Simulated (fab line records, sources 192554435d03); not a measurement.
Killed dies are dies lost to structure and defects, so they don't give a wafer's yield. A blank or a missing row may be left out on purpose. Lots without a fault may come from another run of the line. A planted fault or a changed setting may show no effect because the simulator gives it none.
Split-lot experiment | flow n5_finfet | 7 lots, 21 wafers read, on a route of 1938 steps

THE SPLIT
At N5_BEOL_M3_ILD_DEP_00 (deposits SiOC from DEMS/O2, target thk 79 nm, time 15.3 s), the setting time_s was moved away from the recipe's 15.3 s on 7 of the 21 wafers read, by -13.1% to +12.1%. The other wafers ran this setting at the recipe's value.

The file shows no step between the split and the reading.

THE READING
M3_ILD_THK, in nm, at N5_BEOL_M3_THK_MEAS_01. Fault-free wafers of this fab line usually give 79.2 nm, standard deviation 1.1 nm.

wafer  | tool, chamber at the split | time_s as run, s | against the recipe | M3_ILD_THK, nm | against lot-mates on the recipe
L076.2 | pecvd-02, 0                | 15.3             | recipe             | 78.8           | -
L076.4 | pecvd-02, 0                | 15.3             | recipe             | 79.1           | -
L076.5 | pecvd-02, 1                | 15.3             | recipe             | 78.3           | -
L078.4 | pecvd-02, 0                | 15.3             | recipe             | 80.7           | -
L078.5 | pecvd-02, 1                | 15.3             | recipe             | 79.0           | -
L078.6 | pecvd-02, 2                | 15.3             | recipe             | 79.3           | -
L080.2 | pecvd-02, 0                | 15.3             | recipe             | 79.6           | -
L080.3 | pecvd-02, 2                | 17.15            | +12.1%             | 87.7           | +8.1
L080.4 | pecvd-02, 1                | 17.15            | +12.1%             | 88.1           | +8.5
L088.1 | pecvd-02, 2                | 15.3             | recipe             | 79.1           | -
L088.2 | pecvd-02, 1                | 16.5             | +7.8%              | 82.9           | +3.8
L088.4 | pecvd-02, 0                | 16.5             | +7.8%              | 85.0           | +5.9
L087.1 | pecvd-03, 2                | 13.29            | -13.1%             | 68.1           | -10.8
L087.2 | pecvd-03, 1                | 15.3             | recipe             | 78.1           | -
L087.5 | pecvd-03, 1                | 15.3             | recipe             | 79.6           | -
L089.1 | pecvd-02, 1                | 15.3             | recipe             | 77.4           | -
L089.3 | pecvd-02, 2                | 15.3             | recipe             | 78.4           | -
L089.4 | pecvd-02, 1                | 15.3             | recipe             | 78.9           | -
L097.1 | pecvd-04, 1                | 13.76            | -10.1%             | 71.1           | -9.4
L097.3 | pecvd-04, 2                | 13.76            | -10.1%             | 72.2           | -8.3
L097.5 | pecvd-04, 2                | 15.3             | recipe             | 80.5           | -

THE FIT
A straight line over all 21 wafers: M3_ILD_THK changes by +0.739 nm for each +1% of time_s; r = +0.98; the points scatter about the line by 0.91 nm.
The same after taking each lot's own level away (the mean of its wafers on the recipe; 21 wafers): +0.757 nm for each +1%; r = +0.99; scatter 0.8 nm.
On that fit, the largest move of time_s shifts the reading by 9.9 nm.
The lots' own levels span 78.23 to 80.50 nm, that is 2.1 times the standard deviation above.
So the lot-to-lot level changes the slope little: the two slopes agree.
Check: with one of the wafers moved furthest among these (-13.1%) left out of the fit, the line predicts -10.1 nm for it against its lot-mates. It came out at -10.8 nm against them.

OTHER SPLITS ON THESE WAFERS
These wafers also went through other splits before the reading. Each is held against what the fit with the lots' levels taken away leaves over:
other split on the same wafers | wafers away from the commonest value | r with M3_ILD_THK (lot level and that fit taken away)
N5_BEOL_M0_ETCH_138 source_w   | 7                                    | -0.05
N5_BEOL_M2_ILD_DEP_00 time_s   | 9                                    | +0.21
N5_BEOL_M2_DESCUM_16 time_s    | 8                                    | +0.29
N5_BEOL_M2_ETCH_74 source_w    | 6                                    | +0.10

THE WHOLE CHAIN: every reading that the file lists as answering this split, in the file's order
step                   | what it does                                              | reading                                                                            | change (the file's fit)               | r (the file's)
N5_BEOL_M3_ILD_DEP_00  | deposits SiOC from DEMS/O2, target thk 79 nm, time 15.3 s | SiOC_of_BEOL_M3_ILD_DEP_00.thk_nm (the simulator's own value, which no gauge read) | +0.769 nm for each +1% of the setting | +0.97
N5_BEOL_M3_THK_MEAS_01 |                                                           | M3_ILD_THK                                                                         | +0.765 for each +1% of the setting    | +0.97

THE FILE'S OWN FIT
M3_ILD_THK changes by +0.765 nm for each +1% of time_s, r = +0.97.
